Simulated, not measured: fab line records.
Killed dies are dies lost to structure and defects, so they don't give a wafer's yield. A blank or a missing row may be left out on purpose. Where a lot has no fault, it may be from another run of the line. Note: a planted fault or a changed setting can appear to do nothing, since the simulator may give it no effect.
Which of the tools did it? ; flow nandHarc ; 24 lots, 72 wafers sampled, at 4 steps of a route of 1159

== WHAT THE GAUGES READ, wafer by wafer ==
NHARC_A_CONTACT_CD_MEAS_42 targets a cd of 200 nm. Usual: 200.1 nm for cdNm, sd 0.39.
lot;measured;on;cdNm (nm);flag
L074;day 15 19:38;cdSem-01;200.4 199.5 200.2;
L075;day 16 06:10;cdSem-03;200.7 199.8 200.0;
L077;day 16 08:21;cdSem-01;200.2 200.2 200.6;
L076;day 16 16:39;cdSem-02;200.2 199.6 199.9;
L078;day 17 04:54;cdSem-03;200.3 200.4 200.4;
L079;day 17 11:13;cdSem-03;200.1 199.9 200.0;
L083;day 18 17:01;cdSem-02;200.4 199.6 199.7;
L080;day 18 21:11;cdSem-02;199.8 199.7 200.2;
L082;day 19 01:23;cdSem-01;199.9 199.8 199.6;
L081;day 18 14:23;cdSem-03;200.3 200.9 200.8;
L084;day 19 01:35;cdSem-02;200.3 200.1 200.1;
L085;day 19 09:56;cdSem-03;199.5 200.5 200.1;
L088;day 19 08:29;cdSem-03;200.0 199.3 200.2;
L087;day 19 12:34;cdSem-01;199.0 199.8 200.3;
L090;day 20 06:28;cdSem-01;200.5 200.0 200.0;
L086;day 20 02:25;cdSem-01;200.2 199.3 199.4;
L089;day 20 09:28;cdSem-03;200.0 199.9 199.6;
L093;day 20 14:09;cdSem-01;200.1 200.2 200.2;
L092;day 20 19:14;cdSem-01;199.9 200.5 199.7;
L091;day 20 22:56;cdSem-03;200.6 200.6 200.0;
L094;day 22 00:34;cdSem-02;200.0 200.5 200.7;
L097;day 21 21:27;cdSem-03;200.5 200.7 200.9;
L095;day 21 20:04;cdSem-01;199.9 199.8 200.0;
L096;day 22 06:19;cdSem-03;200.3 200.1 199.9;

== WHICH TOOL RAN EACH LOT (tool, then ch and the chambers of the sampled wafers, then the start) ==
lot;NHARC_A_SGD_CUT_CMP_21;NHARC_A_WL_FILL_ALD_19;NHARC_A_CONTACT_DEP_28
L074;cmp-01 ch 0,1,3, day 13 16:19;aldMetal-04 ch 0,1,2, day 15 08:55;aclDep-01 ch 0, day 15 17:25
L075;cmp-03 ch 1,2,3, day 14 05:46;aldMetal-04 ch 0,2, day 15 17:31;aclDep-01 ch 0, day 16 03:35
L077;cmp-01 ch 0,1,3, day 14 05:47;aldMetal-03 ch 0,2, day 15 17:31;aclDep-01 ch 0, day 16 05:49
L076;cmp-03 ch 0,1,3, day 14 11:55;aldMetal-03 ch 0,1,3, day 16 05:06;aclDep-03 ch 0, day 16 14:04
L078;cmp-01 ch 0,1,2, day 15 03:34;aldMetal-04 ch 0,1,2, day 16 19:27;aclDep-03 ch 0, day 17 02:20
L079;cmp-03 ch 0,1,3, day 15 07:30;aldMetal-04 ch 1,2,3, day 16 22:53;aclDep-02 ch 0, day 17 08:17
L083;cmp-04 ch 0,1, day 16 06:56;aldMetal-03 ch 0,3, day 18 03:16;aclDep-01 ch 0, day 18 14:05
L080;cmp-01 ch 0,1,3, day 16 06:58;aldMetal-01 ch 0,2,3, day 18 03:25;aclDep-03 ch 0, day 18 18:43
L082;cmp-04 ch 0,1,3, day 16 07:07;aldMetal-01 ch 0,2,3, day 18 07:14;aclDep-03 ch 0, day 18 22:50
L081;cmp-01 ch 0,2,3, day 16 07:07;aldMetal-01 ch 1,2,3, day 18 03:17;aclDep-02 ch 0, day 18 11:24
L084;cmp-01 ch 1,2,3, day 16 19:15;aldMetal-04 ch 0,2,3, day 18 10:17;aclDep-01 ch 0, day 18 22:37
L085;cmp-03 ch 0,3, day 17 03:33;aldMetal-03 ch 1,2,3, day 18 16:17;aclDep-01 ch 0, day 19 07:06
L088;cmp-01 ch 0,1,3, day 17 03:33;aldMetal-04 ch 0,2,3, day 18 16:14;aclDep-03 ch 0, day 19 05:40
L087;cmp-04 ch 2,3, day 17 03:34;aldMetal-01 ch 1,3, day 18 16:19;aclDep-02 ch 0, day 19 09:45
L090;cmp-03 ch 0,2, day 17 18:23;aldMetal-04 ch 0,1,3, day 19 15:48;aclDep-02 ch 0, day 20 03:31
L086;cmp-01 ch 1,2,3, day 17 18:26;aldMetal-03 ch 1,2,3, day 19 15:51;aclDep-02 ch 0, day 20 00:11
L089;cmp-03 ch 0,1, day 18 03:49;aldMetal-04 ch 1,3, day 20 00:05;aclDep-03 ch 0, day 20 06:53
L093;cmp-03 ch 0,3, day 18 07:41;aldMetal-04 ch 2,3, day 20 03:31;aclDep-02 ch 0, day 20 11:12
L092;cmp-01 ch 1,2,3, day 18 14:26;aldMetal-03 ch 1,2,3, day 20 03:34;aclDep-03 ch 0, day 20 16:22
L091;cmp-03 ch 0,2,3, day 18 14:26;aldMetal-04 ch 0,1,2, day 20 03:40;aclDep-02 ch 0, day 20 20:09
L094;cmp-04 ch 0,2,3, day 19 11:42;aldMetal-04 ch 0,3, day 21 11:22;aclDep-01 ch 0, day 21 21:53
L097;cmp-01 ch 1,2, day 19 11:42;aldMetal-03 ch 0,2, day 21 11:20;aclDep-02 ch 0, day 21 18:30
L095;cmp-03 ch 0,1, day 19 11:42;aldMetal-04 ch 0,1,2, day 21 05:38;aclDep-01 ch 0, day 21 17:25
L096;cmp-01 ch 0,1,2, day 19 16:33;aldMetal-03 ch 0,1,2, day 21 15:31;aclDep-02 ch 0, day 22 03:22
- NHARC_A_SGD_CUT_CMP_21: polishes, target thk 148.19 nm.
- NHARC_A_WL_FILL_ALD_19: deposits TiN, target thk 2 nm, pulse time 3 s, ald cycles 100.
- NHARC_A_CONTACT_DEP_28: deposits aC, target thk 3600 nm.

== WHAT THE TOOLS THEMSELVES READ (means of the sampled wafers that have a number; where no wafer has one, the mark that the record gives instead) ==
NHARC_A_SGD_CUT_CMP_21. Usual: motorCurrentA 12.2 A, standard deviation 1.4; timeToEndpointS 49.5 s, standard deviation 2.2.
lot;tool;motorCurrentA (A);timeToEndpointS (s);flag
L074;cmp-01;11.5;49.4;
L075;cmp-03;13.3;49.8;
L077;cmp-01;11.5;50.6;
L076;cmp-03;12.9;49.6;
L078;cmp-01;12.2;46.4;
L079;cmp-03;12.7;49.6;
L083;cmp-04;11.8;45.1;
L080;cmp-01;11.8;50.1;
L082;cmp-04;12.7;45.2;
L081;cmp-01;11.8;51.8;
L084;cmp-01;10.9;47.6;
L085;cmp-03;12.0;51.2;
L088;cmp-01;11.3;49.1;
L087;cmp-04;12.6;47.8;
L090;cmp-03;12.1;49.2;
L086;cmp-01;11.2;49.8;
L089;cmp-03;12.2;51.7;
L093;cmp-03;12.3;49.5;
L092;cmp-01;11.0;50.5;
L091;cmp-03;12.5;52.1;
L094;cmp-04;12.3;50.4;
L097;cmp-01;11.1;48.4;
L095;cmp-03;12.7;53.7;
L096;cmp-01;12.0;49.0;

NHARC_A_WL_FILL_ALD_19. Usual: heaterPowerW 1086 W, standard deviation 110; precursorPulseHeightRel 1.000, standard deviation 0.019.
lot;tool;heaterPowerW (W);precursorPulseHeightRel;flag
L074;aldMetal-04;993;1.002;
L075;aldMetal-04;1017;1.008;
L077;aldMetal-03;1194;1.007;
L076;aldMetal-03;1036;1.017;
L078;aldMetal-04;985;0.994;
L079;aldMetal-04;1061;0.994;
L083;aldMetal-03;1096;1.033;
L080;aldMetal-01;1148;0.994;
L082;aldMetal-01;1139;1.009;
L081;aldMetal-01;1175;0.990;
L084;aldMetal-04;1083;0.988;
L085;aldMetal-03;1085;0.999;
L088;aldMetal-04;1076;1.012;
L087;aldMetal-01;1154;1.008;
L090;aldMetal-04;1083;0.990;
L086;aldMetal-03;1105;0.996;
L089;aldMetal-04;1077;0.985;
L093;aldMetal-04;1158;0.982;
L092;aldMetal-03;1122;0.988;
L091;aldMetal-04;1011;1.003;
L094;aldMetal-04;1142;0.997;
L097;aldMetal-03;1213;1.002;
L095;aldMetal-04;1029;1.003;
L096;aldMetal-03;1110;1.014;

NHARC_A_CONTACT_DEP_28. Usual: 35.000 % for throttleValvePct, sd 0.0084.
lot;tool;throttleValvePct (%);flag
L074;aclDep-01;35.004;
L075;aclDep-01;35.002;
L077;aclDep-01;35.005;
L076;aclDep-03;34.993;
L078;aclDep-03;34.993;
L079;aclDep-02;34.999;
L083;aclDep-01;34.998;
L080;aclDep-03;35.000;
L082;aclDep-03;35.009;
L081;aclDep-02;35.006;
L084;aclDep-01;34.994;
L085;aclDep-01;35.002;
L088;aclDep-03;35.002;
L087;aclDep-02;35.003;
L090;aclDep-02;35.000;
L086;aclDep-02;35.002;
L089;aclDep-03;35.002;
L093;aclDep-02;34.996;
L092;aclDep-03;34.996;
L091;aclDep-02;35.003;
L094;aclDep-01;34.998;
L097;aclDep-02;35.003;
L095;aclDep-01;35.001;
L096;aclDep-02;35.013;

== THE ANSWER, worked out from the rows above alone ==
Rule: a lot is off if the mean of its wafers that have a number lies more than 3 standard deviations from the usual mean. A lot without any number at a reading at which 4 lots or more have one is off too. All remaining lots with rows at the step are treated as sound. After the gauges, taken in route order, come the tools' own readings; for these a lot's mean is taken, as printed above. At the first step where some lot is off, the reading lying furthest off is the one used; lots without a number count as furthest.
Across all readings shown, no lot is off: no conclusion can be drawn from this.

== WHAT THE SIMULATOR HAD PUT IN ==
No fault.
